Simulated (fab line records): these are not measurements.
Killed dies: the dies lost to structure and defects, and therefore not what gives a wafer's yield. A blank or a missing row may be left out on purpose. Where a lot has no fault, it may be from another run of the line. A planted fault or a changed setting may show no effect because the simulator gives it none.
The same fault as seen by 2 desks | flow n5Finfet | what lay behind the numbers comes last; until then each desk has only its own
Where a reading is given only as a bound, like >300, the bound stands for it, and a mean or a difference that rests on one is marked > or <: the true number lies beyond.

METROLOGY DESK
What the gauges read, lot by lot, whatever tool the lot ran on: means of the sampled wafers that have a number. The brackets show how far a lot's mean lies from the usual mean; more than 4 standard deviations puts the lot out of limits, marked OUT. It has 11 readings; the 7 that lie furthest out on some lot are the ones shown.
Columns: A = cdNm at N5_BEOL_M0_SAQP_CD_MEAS_29, usual 14.98 nm; B = IOFF_N at N5_BEOL_M4_RC_MEAS_101, usual 0.16 nA/um; C = IOFF_P at N5_BEOL_M4_RC_MEAS_101, usual 0.22 nA/um; D = ION_N at N5_BEOL_M4_RC_MEAS_101, usual 672 uA/um; E = ION_P at N5_BEOL_M4_RC_MEAS_101, usual 462 uA/um; F = SS_N at N5_BEOL_M4_RC_MEAS_101, usual 71.6 mV/dec; G = VT_P at N5_BEOL_M4_RC_MEAS_101, usual -250 mV
lot  | first seen here | A     | B    | C    | D   | E   | F    | G
L999 | day 5 23:17     | 15.21 | 0.18 | 0.22 | 676 | 462 | 72.2 | -250
L100 | day 6 06:41     | 15.10 | 0.13 | 0.21 | 684 | 477 | 70.6 | -249
L101 | day 6 08:19     | 14.91 | 0.15 | 0.20 | 676 | 465 | 71.2 | -251
L103 | day 6 20:47     | 14.93 | 0.14 | 0.21 | 655 | 457 | 71.6 | -250
L104 | day 7 08:11     | 15.00 | 0.17 | 0.23 | 675 | 464 | 71.8 | -249
L115 | day 10 03:12    | 15.15 | 0.19 | 0.24 | 675 | 465 | 71.7 | -247
L119 | day 11 01:49    | 14.78 | 0.16 | 0.22 | 676 | 466 | 71.4 | -249
L120 | day 11 03:50    | 14.97 | 0.20 | 0.27 | 685 | 467 | 72.0 | -244
L121 | day 11 08:00    | 15.16 | 0.18 | 0.24 | 681 | 465 | 71.9 | -249
This desk found nothing out of limits on any of the 9 lots.

THE DEFECT DESK
Lot by lot, what the route's inspections counted, given as the mean of those sampled wafers with a number. The brackets show how far a lot's mean lies from the usual mean; more than 4 standard deviations puts the lot out of limits, marked OUT.
Columns: A = rawDefectCount at N5_BEOL_M0_SAQP_INSPECT_42, usual 328; B = rawDefectCount at N5_BEOL_M0_CUTY_INSPECT_59, usual 1.8
lot  | first seen here | A              | B
L999 | day 5 23:41     | 287            | 2.3
L100 | day 6 07:05     | 327            | 1.7
L101 | day 6 08:50     | 1659 (+14) OUT | >300 (+99 or more) OUT
L103 | day 6 21:19     | 1517 (+12) OUT | >300 (+99 or more) OUT
L104 | day 7 08:43     | 1507 (+12) OUT | >300 (+99 or more) OUT
L115 | day 10 03:43    | 601            | 1.7
L119 | day 11 02:12    | 232            | 0.7
L120 | day 11 04:16    | 274            | 1.0
L121 | day 11 08:31    | 376            | 2.3
Finding of this desk: L101, L103, L104 out of limits; the first was L101 at day 6 08:50, on rawDefectCount at N5_BEOL_M0_SAQP_INSPECT_42. In limits: L999, L100, L115, L119, L120, L121.

TAKEN TOGETHER
The defect desk could have raised an alarm at day 6 08:50, on L101, L103, L104.
At the metrology desk, nothing out of limits was observed.
The metrology desk holds a record of L101, L103, L104, inside its limits.
The lots listed all ran N5_BEOL_M0_SAQP_STRIP_115 on wetBench-03.

WHAT WAS PUT IN BY THE SIMULATOR
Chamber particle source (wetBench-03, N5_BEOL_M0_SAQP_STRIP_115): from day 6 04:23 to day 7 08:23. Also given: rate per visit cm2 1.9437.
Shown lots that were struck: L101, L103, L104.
Hours from the fault's start to each desk's first reading out of limits: the defect desk, 4.
